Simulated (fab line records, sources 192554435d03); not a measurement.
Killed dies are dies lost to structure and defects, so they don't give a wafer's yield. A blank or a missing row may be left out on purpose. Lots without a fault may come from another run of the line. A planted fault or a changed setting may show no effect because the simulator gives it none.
Which tool did it? | flow n5_finfet | 24 lots, 72 wafers sampled, at 6 steps of a route of 1938

WHAT THE GAUGES READ, wafer by wafer
The record holds no reading of a measuring or inspecting step that can be judged against a usual standard deviation.

WHICH TOOL RAN EACH LOT (tool, then ch and the chambers of the sampled wafers, then the start)
lot  | N5_MOL_CONTACT_COAG_ETCH_48        | N5_MOL_CONTACT_COAG_STRIP_49         | N5_BEOL_M0_SAQP_HM_DEP_02    | N5_BEOL_M0_SAQP_HM_OPEN_112        | N5_BEOL_M0_SAQP_MANDREL_ETCH_20  | N5_BEOL_M0_SAQP_RECESS_104
L074 | rie_diel-03 ch 1,2, day 5 06:18    | plasma_asher-01 ch 0,1, day 5 06:26  | pvd_sputter-03, day 5 12:28  | rie_diel-01 ch 1,3, day 5 13:34    | rie_si-05 ch 0,1,2, day 5 13:39  | vapor_etch-01 ch 0,1, day 5 15:12
L075 | rie_diel-05 ch 0,1,2, day 5 13:03  | plasma_asher-01 ch 0,1, day 5 13:11  | pvd_sputter-03, day 5 18:22  | rie_diel-02 ch 2,3, day 5 19:27    | rie_si-02 ch 1,2,3, day 5 19:32  | vapor_etch-01 ch 0,1, day 5 21:20
L076 | rie_diel-03 ch 2,3, day 5 18:26    | plasma_asher-01 ch 1, day 5 18:34    | pvd_sputter-02, day 5 23:31  | rie_diel-04 ch 1,3, day 6 00:44    | rie_si-02 ch 0,2, day 6 00:49    | vapor_etch-02 ch 0,1, day 6 02:24
L077 | rie_diel-03 ch 1,2,3, day 6 00:40  | plasma_asher-01 ch 0,1, day 6 00:49  | pvd_sputter-03, day 6 05:41  | rie_diel-04 ch 0,3, day 6 06:47    | rie_si-04 ch 0,3, day 6 06:52    | vapor_etch-01 ch 0,1, day 6 08:40
L078 | rie_diel-05 ch 0,2, day 6 04:38    | plasma_asher-01 ch 0,1, day 6 04:46  | pvd_sputter-03, day 6 10:50  | rie_diel-04 ch 0,1,2, day 6 11:49  | rie_si-04 ch 0,2, day 6 11:54    | vapor_etch-02 ch 0,1, day 6 13:43
L079 | rie_diel-03 ch 1,2, day 6 14:05    | plasma_asher-02 ch 0,1, day 6 14:14  | pvd_sputter-03, day 6 19:09  | rie_diel-04 ch 0,3, day 6 20:14    | rie_si-05 ch 0,1, day 6 20:20    | vapor_etch-02 ch 0,1, day 6 21:59
L080 | rie_diel-05 ch 1,3, day 6 17:32    | plasma_asher-02 ch 0,1, day 6 17:47  | pvd_sputter-03, day 6 23:22  | rie_diel-04 ch 1,2,3, day 7 00:28  | rie_si-05 ch 0,2, day 7 00:33    | vapor_etch-01 ch 0,1, day 7 02:51
L081 | rie_diel-03 ch 0,3, day 7 00:13    | plasma_asher-01 ch 0,1, day 7 00:21  | pvd_sputter-03, day 7 07:08  | rie_diel-02 ch 0,2,3, day 7 08:28  | rie_si-02 ch 0,1, day 7 08:34    | vapor_etch-02 ch 0,1, day 7 10:41
L082 | rie_diel-03 ch 0,1,2, day 7 04:55  | plasma_asher-02 ch 0,1, day 7 05:03  | pvd_sputter-02, day 7 10:42  | rie_diel-01 ch 0,3, day 7 11:47    | rie_si-02 ch 1,2,3, day 7 11:53  | vapor_etch-01 ch 1, day 7 13:38
L083 | rie_diel-05 ch 0,3, day 7 16:26    | plasma_asher-01 ch 0,1, day 7 16:34  | pvd_sputter-01, day 7 21:49  | rie_diel-01 ch 0,2,3, day 7 22:56  | rie_si-05 ch 1,2, day 7 23:01    | vapor_etch-02 ch 0,1, day 8 00:37
L084 | rie_diel-03 ch 0,1,2, day 7 18:04  | plasma_asher-02 ch 0,1, day 7 18:12  | pvd_sputter-01, day 8 01:08  | rie_diel-02 ch 0,1, day 8 02:21    | rie_si-02 ch 0,2,3, day 8 02:26  | vapor_etch-02 ch 0,1, day 8 05:01
L085 | rie_diel-03 ch 0,1,2, day 7 23:52  | plasma_asher-01 ch 0,1, day 8 00:00  | pvd_sputter-03, day 8 05:07  | rie_diel-02 ch 0,1,2, day 8 06:13  | rie_si-02 ch 0,3, day 8 06:18    | vapor_etch-02 ch 0,1, day 8 08:19
L086 | rie_diel-03 ch 0,2,3, day 8 05:12  | plasma_asher-02 ch 0,1, day 8 05:20  | pvd_sputter-02, day 8 11:28  | rie_diel-04 ch 0,2,3, day 8 12:52  | rie_si-02 ch 1,2, day 8 12:58    | vapor_etch-01 ch 0,1, day 8 14:30
L087 | rie_diel-06 ch 0,1, day 8 10:50    | plasma_asher-01 ch 0,1, day 8 10:58  | pvd_sputter-01, day 8 16:16  | rie_diel-04 ch 0,3, day 8 17:47    | rie_si-05 ch 0,1, day 8 17:52    | vapor_etch-01 ch 0,1, day 8 20:38
L088 | rie_diel-03 ch 0,2,3, day 8 14:51  | plasma_asher-01 ch 0,1, day 8 14:59  | pvd_sputter-01, day 8 21:37  | rie_diel-02 ch 0,2,3, day 8 22:47  | rie_si-04 ch 0,1,2, day 8 22:52  | vapor_etch-02 ch 0,1, day 9 01:14
L089 | rie_diel-03 ch 0,2,3, day 9 00:55  | plasma_asher-01 ch 0,1, day 9 01:03  | pvd_sputter-01, day 9 06:04  | rie_diel-04 ch 1,2,3, day 9 07:10  | rie_si-02 ch 0,1,2, day 9 07:15  | vapor_etch-02 ch 0,1, day 9 09:00
L090 | rie_diel-03 ch 1,2, day 9 12:17    | plasma_asher-02 ch 0,1, day 9 12:25  | pvd_sputter-01, day 9 17:13  | rie_diel-02 ch 0,1,2, day 9 18:19  | rie_si-04 ch 0,1, day 9 18:24    | vapor_etch-02 ch 0,1, day 9 20:58
L091 | rie_diel-05 ch 1,3, day 9 12:43    | plasma_asher-02 ch 0,1, day 9 12:51  | pvd_sputter-01, day 9 20:51  | rie_diel-02 ch 0,2, day 9 22:16    | rie_si-05 ch 1,3, day 9 22:21    | vapor_etch-02 ch 1, day 10 00:37
L092 | rie_diel-05 ch 2,3, day 9 15:35    | plasma_asher-01 ch 0,1, day 9 15:44  | pvd_sputter-03, day 9 22:55  | rie_diel-01 ch 0,1,3, day 10 00:01 | rie_si-04 ch 0,1,2, day 10 00:06 | vapor_etch-01 ch 0,1, day 10 02:41
L093 | rie_diel-05 ch 0,1,3, day 10 02:22 | plasma_asher-02 ch 0,1, day 10 02:31 | pvd_sputter-03, day 10 07:38 | rie_diel-04 ch 0,1,3, day 10 08:44 | rie_si-05 ch 0,3, day 10 08:49   | vapor_etch-02 ch 0,1, day 10 11:47
L094 | rie_diel-06 ch 0,1,3, day 10 10:01 | plasma_asher-01 ch 0, day 10 10:10   | pvd_sputter-02, day 10 14:48 | rie_diel-04 ch 0,1, day 10 15:53   | rie_si-05 ch 2,3, day 10 15:58   | vapor_etch-02 ch 0,1, day 10 17:31
L095 | rie_diel-06 ch 2,3, day 10 15:04   | plasma_asher-01 ch 0,1, day 10 15:13 | pvd_sputter-03, day 10 20:05 | rie_diel-04 ch 2,3, day 10 21:10   | rie_si-05 ch 0,2, day 10 21:15   | vapor_etch-01 ch 0,1, day 10 22:48
L096 | rie_diel-05 ch 1,2,3, day 11 00:31 | plasma_asher-01 ch 0,1, day 11 00:40 | pvd_sputter-01, day 11 06:55 | rie_diel-04 ch 0,2,3, day 11 08:01 | rie_si-05 ch 1,2,3, day 11 08:06 | vapor_etch-01 ch 1, day 11 09:41
L097 | rie_diel-03 ch 1,2, day 11 06:07   | plasma_asher-01 ch 0,1, day 11 06:35 | pvd_sputter-01, day 11 13:16 | rie_diel-02 ch 1,2,3, day 11 14:27 | rie_si-05 ch 0,1,3, day 11 14:32 | vapor_etch-02 ch 0,1, day 11 16:47
- N5_MOL_CONTACT_COAG_ETCH_48: etches SiOC in C4F6/O2, target depth 15 nm, overetch 4.5 nm, time 17 s.
- N5_MOL_CONTACT_COAG_STRIP_49: strips in N2/H2, time 30 s.
- N5_BEOL_M0_SAQP_HM_DEP_02: deposits TiN, target thk 12 nm.
- N5_BEOL_M0_SAQP_HM_OPEN_112: chemistry CHF3/O2, target SiO2, stops on a-Si, target depth 12 nm, time 13.5 s.
- N5_BEOL_M0_SAQP_MANDREL_ETCH_20: etches a-Si in HBr/Cl2, stops on SiNx, target depth 60 nm, bt time 10 s, time 30 s.
- N5_BEOL_M0_SAQP_RECESS_104: chemistry HF/NH3, target SiO2, target depth 18 nm, afs cycles 3, sublimation time 60 s.

WHAT THE TOOLS THEMSELVES READ (means of the sampled wafers that have a number; where no wafer has one, the mark that the record gives instead)
N5_MOL_CONTACT_COAG_ETCH_48. Usual: C4F6_flow_sccm 10.00 sccm, standard deviation 0.03; drypump_motor_current_A 5.49 A, standard deviation 0.21; oes_product_au 0.66 a.u., standard deviation 0.066; rf_vpp_V 1592 V, standard deviation 12; showerhead_plenum_p_Torr 2.84 Torr, standard deviation 0.097; throttle_valve_pct 40.56 %, standard deviation 0.23.
lot  | tool        | C4F6_flow_sccm (sccm) | drypump_motor_current_A (A) | oes_product_au (a.u.) | rf_vpp_V (V) | showerhead_plenum_p_Torr (Torr) | throttle_valve_pct (%) | flag
L074 | rie_diel-03 | 10.01                 | 5.56                        | 0.69                  | 1583         | 2.72                            | 40.37                  |
L075 | rie_diel-05 | 9.99                  | 5.52                        | 0.63                  | 1598         | 2.90                            | 40.73                  |
L076 | rie_diel-03 | 10.01                 | 5.41                        | 0.70                  | 1587         | 2.80                            | 40.61                  |
L077 | rie_diel-03 | 10.01                 | 5.45                        | 0.73                  | 1591         | 2.80                            | 40.50                  |
L078 | rie_diel-05 | 10.01                 | 5.38                        | 0.61                  | 1590         | 2.91                            | 40.77                  |
L079 | rie_diel-03 | 10.00                 | 5.49                        | 0.72                  | 1596         | 2.80                            | 40.36                  |
L080 | rie_diel-05 | 9.95                  | 5.56                        | 0.69                  | 1600         | 2.90                            | 40.74                  |
L081 | rie_diel-03 | 9.97                  | 5.35                        | 0.66                  | 1592         | 2.87                            | 40.60                  |
L082 | rie_diel-03 | 9.99                  | 5.51                        | 0.67                  | 1590         | 2.79                            | 40.36                  |
L083 | rie_diel-05 | 10.00                 | 5.28                        | 0.67                  | 1585         | 2.93                            | 40.83                  |
L084 | rie_diel-03 | 9.99                  | 5.50                        | 0.64                  | 1589         | 2.79                            | 40.36                  |
L085 | rie_diel-03 | 10.00                 | 5.50                        | 0.65                  | 1590         | 2.78                            | 40.36                  |
L086 | rie_diel-03 | 9.99                  | 5.44                        | 0.61                  | 1584         | 2.78                            | 40.49                  |
L087 | rie_diel-06 | 10.00                 | 5.65                        | 0.60                  | 1589         | 2.77                            | 40.75                  |
L088 | rie_diel-03 | 10.03                 | 5.44                        | 0.64                  | 1584         | 2.78                            | 40.51                  |
L089 | rie_diel-03 | 9.99                  | 5.46                        | 0.64                  | 1584         | 2.78                            | 40.50                  |
L090 | rie_diel-03 | 10.00                 | 5.57                        | 0.65                  | 1583         | 2.71                            | 40.39                  |
L091 | rie_diel-05 | 9.99                  | 5.60                        | 0.76                  | 1596         | 2.89                            | 40.71                  |
L092 | rie_diel-05 | 10.02                 | 5.71                        | 0.68                  | 1599         | 2.87                            | 40.60                  |
L093 | rie_diel-05 | 10.00                 | 5.42                        | 0.71                  | 1591         | 2.90                            | 40.81                  |
L094 | rie_diel-06 | 9.99                  | 5.57                        | 0.66                  | 1594         | 2.81                            | 40.71                  |
L095 | rie_diel-06 | 10.02                 | 5.28                        | 0.59                  | 1604         | 2.83                            | 40.44                  |
L096 | rie_diel-05 | 10.03                 | 5.70                        | 0.65                  | 1601         | 2.87                            | 40.65                  |
L097 | rie_diel-03 | 9.97                  | 5.55                        | 0.65                  | 1583         | 2.70                            | 40.41                  |

N5_MOL_CONTACT_COAG_STRIP_49. Usual: drypump_motor_current_A 5.6 A, standard deviation 0.66; heater_power_w 324 W, standard deviation 47.
lot  | tool            | drypump_motor_current_A (A) | heater_power_w (W) | flag
L074 | plasma_asher-01 | 5.4                         | 305                |
L075 | plasma_asher-01 | 5.4                         | 306                |
L076 | plasma_asher-01 | 4.7                         | 342                |
L077 | plasma_asher-01 | 5.4                         | 303                |
L078 | plasma_asher-01 | 5.4                         | 304                |
L079 | plasma_asher-02 | 6.2                         | 319                |
L080 | plasma_asher-02 | 6.4                         | 367                |
L081 | plasma_asher-01 | 5.1                         | 319                |
L082 | plasma_asher-02 | 6.4                         | 368                |
L083 | plasma_asher-01 | 5.5                         | 302                |
L084 | plasma_asher-02 | 6.4                         | 364                |
L085 | plasma_asher-01 | 5.4                         | 303                |
L086 | plasma_asher-02 | 6.4                         | 371                |
L087 | plasma_asher-01 | 5.1                         | 323                |
L088 | plasma_asher-01 | 5.4                         | 308                |
L089 | plasma_asher-01 | 5.1                         | 325                |
L090 | plasma_asher-02 | 6.4                         | 366                |
L091 | plasma_asher-02 | 6.2                         | 327                |
L092 | plasma_asher-01 | 5.4                         | 305                |
L093 | plasma_asher-02 | 6.2                         | 320                |
L094 | plasma_asher-01 | 5.8                         | 290                |
L095 | plasma_asher-01 | 5.1                         | 327                |
L096 | plasma_asher-01 | 5.4                         | 311                |
L097 | plasma_asher-01 | 5.1                         | 320                |

N5_BEOL_M0_SAQP_HM_DEP_02. Usual: throttle_valve_pct 30.2 %, standard deviation 1.4.
lot  | tool           | throttle_valve_pct (%) | flag
L074 | pvd_sputter-03 | 30.9                   |
L075 | pvd_sputter-03 | 30.4                   |
L076 | pvd_sputter-02 | 30.3                   |
L077 | pvd_sputter-03 | 30.5                   |
L078 | pvd_sputter-03 | 30.5                   |
L079 | pvd_sputter-03 | 30.1                   |
L080 | pvd_sputter-03 | 30.6                   |
L081 | pvd_sputter-03 | 30.5                   |
L082 | pvd_sputter-02 | 30.4                   |
L083 | pvd_sputter-01 | 29.1                   |
L084 | pvd_sputter-01 | 28.8                   |
L085 | pvd_sputter-03 | 30.2                   |
L086 | pvd_sputter-02 | 31.5                   |
L087 | pvd_sputter-01 | 30.7                   |
L088 | pvd_sputter-01 | 30.7                   |
L089 | pvd_sputter-01 | 30.5                   |
L090 | pvd_sputter-01 | 30.3                   |
L091 | pvd_sputter-01 | 29.0                   |
L092 | pvd_sputter-03 | 29.9                   |
L093 | pvd_sputter-03 | 32.0                   |
L094 | pvd_sputter-02 | 29.1                   |
L095 | pvd_sputter-03 | 29.8                   |
L096 | pvd_sputter-01 | 30.6                   |
L097 | pvd_sputter-01 | 28.7                   |

N5_BEOL_M0_SAQP_HM_OPEN_112. Usual: CHF3_flow_sccm 49.99 sccm, standard deviation 0.16; drypump_motor_current_A 5.4 A, standard deviation 0.47; oes_product_au 0.49 a.u., standard deviation 0.041; rf_vpp_V 525 V, standard deviation 5.2; showerhead_plenum_p_Torr 2.45 Torr, standard deviation 0.072; throttle_valve_pct 18.88 %, standard deviation 0.22.
lot  | tool        | CHF3_flow_sccm (sccm) | drypump_motor_current_A (A) | oes_product_au (a.u.) | rf_vpp_V (V) | showerhead_plenum_p_Torr (Torr) | throttle_valve_pct (%) | flag
L074 | rie_diel-01 | 50.03                 | 5.0                         | 0.49                  | 527          | 2.50                            | 18.80                  |
L075 | rie_diel-02 | 49.96                 | 5.0                         | 0.56                  | 524          | 2.55                            | 18.99                  |
L076 | rie_diel-04 | 49.97                 | 5.8                         | 0.49                  | 519          | 2.38                            | 18.74                  |
L077 | rie_diel-04 | 50.22                 | 6.0                         | 0.48                  | 531          | 2.45                            | 18.97                  |
L078 | rie_diel-04 | 49.91                 | 5.9                         | 0.46                  | 527          | 2.39                            | 18.97                  |
L079 | rie_diel-04 | 49.96                 | 5.8                         | 0.49                  | 525          | 2.44                            | 18.81                  |
L080 | rie_diel-04 | 50.05                 | 5.8                         | 0.47                  | 522          | 2.37                            | 18.83                  |
L081 | rie_diel-02 | 50.19                 | 5.1                         | 0.52                  | 527          | 2.52                            | 18.92                  |
L082 | rie_diel-01 | 50.13                 | 5.0                         | 0.49                  | 526          | 2.50                            | 18.65                  |
L083 | rie_diel-01 | 49.92                 | 5.0                         | 0.49                  | 523          | 2.47                            | 18.74                  |
L084 | rie_diel-02 | 49.88                 | 5.1                         | 0.47                  | 527          | 2.50                            | 18.84                  |
L085 | rie_diel-02 | 50.00                 | 5.0                         | 0.50                  | 526          | 2.52                            | 18.93                  |
L086 | rie_diel-04 | 49.99                 | 5.8                         | 0.48                  | 526          | 2.43                            | 18.92                  |
L087 | rie_diel-04 | 49.87                 | 5.8                         | 0.48                  | 525          | 2.43                            | 18.83                  |
L088 | rie_diel-02 | 49.89                 | 5.1                         | 0.51                  | 527          | 2.52                            | 18.93                  |
L089 | rie_diel-04 | 49.90                 | 5.7                         | 0.47                  | 521          | 2.36                            | 18.86                  |
L090 | rie_diel-02 | 49.89                 | 5.0                         | 0.50                  | 525          | 2.51                            | 18.95                  |
L091 | rie_diel-02 | 49.96                 | 4.9                         | 0.51                  | 526          | 2.52                            | 19.17                  |
L092 | rie_diel-01 | 49.91                 | 5.3                         | 0.48                  | 528          | 2.49                            | 18.83                  |
L093 | rie_diel-04 | 50.14                 | 5.9                         | 0.52                  | 526          | 2.38                            | 18.81                  |
L094 | rie_diel-04 | 49.95                 | 6.1                         | 0.57                  | 529          | 2.40                            | 18.83                  |
L095 | rie_diel-04 | 50.06                 | 5.5                         | 0.47                  | 524          | 2.40                            | 18.88                  |
L096 | rie_diel-04 | 49.96                 | 5.8                         | 0.53                  | 527          | 2.42                            | 18.83                  |
L097 | rie_diel-02 | 50.05                 | 5.1                         | 0.51                  | 523          | 2.52                            | 18.85                  |

N5_BEOL_M0_SAQP_MANDREL_ETCH_20. Usual: drypump_motor_current_A 5.6 A, standard deviation 0.32; oes_product_au 0.774 a.u., standard deviation 0.011; throttle_valve_pct 35.38 %, standard deviation 0.26.
lot  | tool      | drypump_motor_current_A (A) | oes_product_au (a.u.) | throttle_valve_pct (%) | flag
L074 | rie_si-05 | 5.9                         | 0.768                 | 35.22                  |
L075 | rie_si-02 | 5.4                         | 0.776                 | 35.40                  |
L076 | rie_si-02 | 5.6                         | 0.772                 | 35.47                  |
L077 | rie_si-04 | 5.4                         | 0.764                 | 35.42                  |
L078 | rie_si-04 | 5.0                         | 0.769                 | 35.32                  |
L079 | rie_si-05 | 6.0                         | 0.779                 | 35.22                  |
L080 | rie_si-05 | 5.7                         | 0.772                 | 35.21                  |
L081 | rie_si-02 | 5.6                         | 0.760                 | 35.30                  |
L082 | rie_si-02 | 5.4                         | 0.784                 | 35.39                  |
L083 | rie_si-05 | 5.7                         | 0.775                 | 35.30                  |
L084 | rie_si-02 | 5.5                         | 0.776                 | 35.53                  |
L085 | rie_si-02 | 5.3                         | 0.764                 | 35.61                  |
L086 | rie_si-02 | 5.5                         | 0.785                 | 35.32                  |
L087 | rie_si-05 | 6.0                         | 0.773                 | 35.23                  |
L088 | rie_si-04 | 5.3                         | 0.778                 | 35.20                  |
L089 | rie_si-02 | 5.6                         | 0.770                 | 35.37                  |
L090 | rie_si-04 | 5.2                         | 0.773                 | 35.18                  |
L091 | rie_si-05 | 5.8                         | 0.790                 | 35.66                  |
L092 | rie_si-04 | 5.3                         | 0.774                 | 35.21                  |
L093 | rie_si-05 | 5.8                         | 0.774                 | 35.31                  |
L094 | rie_si-05 | 5.6                         | 0.773                 | 35.67                  |
L095 | rie_si-05 | 5.8                         | 0.771                 | 35.11                  |
L096 | rie_si-05 | 5.8                         | 0.765                 | 35.52                  |
L097 | rie_si-05 | 5.9                         | 0.782                 | 35.39                  |

N5_BEOL_M0_SAQP_RECESS_104. Usual: drypump_motor_current_A 5.5 A, standard deviation 0.35.
lot  | tool          | drypump_motor_current_A (A) | flag
L074 | vapor_etch-01 | 5.2                         |
L075 | vapor_etch-01 | 5.2                         |
L076 | vapor_etch-02 | 5.8                         |
L077 | vapor_etch-01 | 5.2                         |
L078 | vapor_etch-02 | 5.7                         |
L079 | vapor_etch-02 | 5.7                         |
L080 | vapor_etch-01 | 5.1                         |
L081 | vapor_etch-02 | 5.7                         |
L082 | vapor_etch-01 | 5.4                         |
L083 | vapor_etch-02 | 5.8                         |
L084 | vapor_etch-02 | 5.7                         |
L085 | vapor_etch-02 | 5.8                         |
L086 | vapor_etch-01 | 5.2                         |
L087 | vapor_etch-01 | 5.2                         |
L088 | vapor_etch-02 | 5.7                         |
L089 | vapor_etch-02 | 5.8                         |
L090 | vapor_etch-02 | 5.7                         |
L091 | vapor_etch-02 | 5.8                         |
L092 | vapor_etch-01 | 5.2                         |
L093 | vapor_etch-02 | 5.8                         |
L094 | vapor_etch-02 | 5.7                         |
L095 | vapor_etch-01 | 5.2                         |
L096 | vapor_etch-01 | 5.4                         |
L097 | vapor_etch-02 | 5.8                         |

THE ANSWER, worked out from the rows above alone
Rule: a lot is off if the mean of its wafers that have a number lies more than 3 standard deviations from the usual mean. A lot without any number at a reading at which 4 lots or more have one is off too. The other lots that the step has rows for count as sound. The gauges are gone through in route order, then the tools' own readings, and for those a lot's mean is taken as printed above. The first step at which some lot is off is used, and at that step the reading that is off furthest; a lot without a number counts as furthest.
No lot is off at any reading shown: from this, nothing can be told.

WHAT THE SIMULATOR HAD PUT IN
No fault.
